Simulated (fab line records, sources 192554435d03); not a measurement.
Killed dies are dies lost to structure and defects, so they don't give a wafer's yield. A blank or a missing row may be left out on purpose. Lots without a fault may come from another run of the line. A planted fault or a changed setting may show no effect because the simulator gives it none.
Split-lot experiment | flow n5_finfet | 7 lots, 21 wafers read, on a route of 1938 steps

THE SPLIT
At N5_BEOL_M5_ETCH_41 (etches SiCN in CH3F/O2, target depth 31.5 nm, time 56.7 s), the setting source_w was moved away from the recipe's 395 W on 5 of the 21 wafers read, by -10.4% to +17.8%. The other wafers ran this setting at the recipe's value.

The reading is taken at the split's own step.

THE READING
rf_vpp_V, in V, at N5_BEOL_M5_ETCH_41 (etches SiCN in CH3F/O2, target depth 31.5 nm, time 56.7 s). Fault-free wafers of this fab line usually give 297.3 V, standard deviation 1.9 V.

wafer  | tool, chamber at the split | source_w as run, W | against the recipe | rf_vpp_V, V | against lot-mates on the recipe
L075.2 | rie_diel-01, 3             | 395                | recipe             | 294.9       | -
L075.3 | rie_diel-01, 1             | 395                | recipe             | 299.0       | -
L075.4 | rie_diel-01, 2             | 395                | recipe             | 296.6       | -
L077.4 | rie_diel-05, 2             | 395                | recipe             | 299.4       | -
L077.5 | rie_diel-05, 2             | 395                | recipe             | 299.7       | -
L077.6 | rie_diel-05, 1             | 395                | recipe             | 300.0       | -
L079.4 | rie_diel-05, 0             | 395                | recipe             | 294.3       | -
L079.5 | rie_diel-05, 1             | 445.4              | +12.8%             | 289.3       | -5.0
L079.6 | rie_diel-05, 0             | 445.4              | +12.8%             | 283.4       | -10.9
L085.2 | rie_diel-05, 3             | 395                | recipe             | 296.8       | -
L085.4 | rie_diel-05, 2             | 465.4              | +17.8%             | 282.5       | -14.3
L085.6 | rie_diel-05, 0             | 465.4              | +17.8%             | 278.6       | -18.2
L086.2 | rie_diel-01, 3             | 395                | recipe             | 296.8       | -
L086.4 | rie_diel-01, 3             | 395                | recipe             | 295.2       | -
L086.5 | rie_diel-01, 1             | 395                | recipe             | 298.0       | -
L088.2 | rie_diel-01, 3             | 395                | recipe             | 293.4       | -
L088.5 | rie_diel-01, 1             | 353.9              | -10.4%             | 309.3       | +13.9
L088.6 | rie_diel-01, 0             | 395                | recipe             | 297.4       | -
L097.1 | rie_diel-03, 1             | 395                | recipe             | 296.8       | -
L097.3 | rie_diel-03, 0             | 395                | recipe             | 298.0       | -
L097.6 | rie_diel-03, 1             | 395                | recipe             | 295.8       | -

THE FIT
A straight line over all 21 wafers: rf_vpp_V changes by -0.935 V for each +1% of source_w; r = -0.95; the points scatter about the line by 2.2 V.
The same after taking each lot's own level away (the mean of its wafers on the recipe; 21 wafers): -0.891 V for each +1%; r = -0.95; scatter 2.1 V.
On that fit, the largest move of source_w shifts the reading by 16 V.
The lots' own levels span 294.30 to 299.70 V, that is 2.8 times the standard deviation above.
So the lot-to-lot level changes the slope little: the two slopes agree.
Check: with one of the wafers moved furthest among these (+17.8%) left out of the fit, the line predicts -15.8 V for it against its lot-mates. It came out at -14.3 V against them.
Tool readings at the split's step, against how far the setting was moved: rf_vpp_V r = -0.95.

OTHER SPLITS ON THESE WAFERS
These wafers also went through other splits before the reading. Each is held against what the fit with the lots' levels taken away leaves over:
other split on the same wafers   | wafers away from the commonest value | r with rf_vpp_V (lot level and that fit taken away)
N5_BEOL_M1_TRENCH_ETCH_37 time_s | 10                                   | -0.15
N5_BEOL_M3_COAT_05 spin_rpm      | 4                                    | -0.35
N5_BEOL_M4_COAT_05 spin_rpm      | 4                                    | +0.13
N5_BEOL_M4_ETCH_70 bias_w        | 6                                    | -0.08
N5_BEOL_M4_TRENCH_ETCH_37 time_s | 9                                    | +0.07

THE FILE'S OWN FIT
rf_vpp_V changes by -0.909 V for each +1% of source_w, r = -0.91.
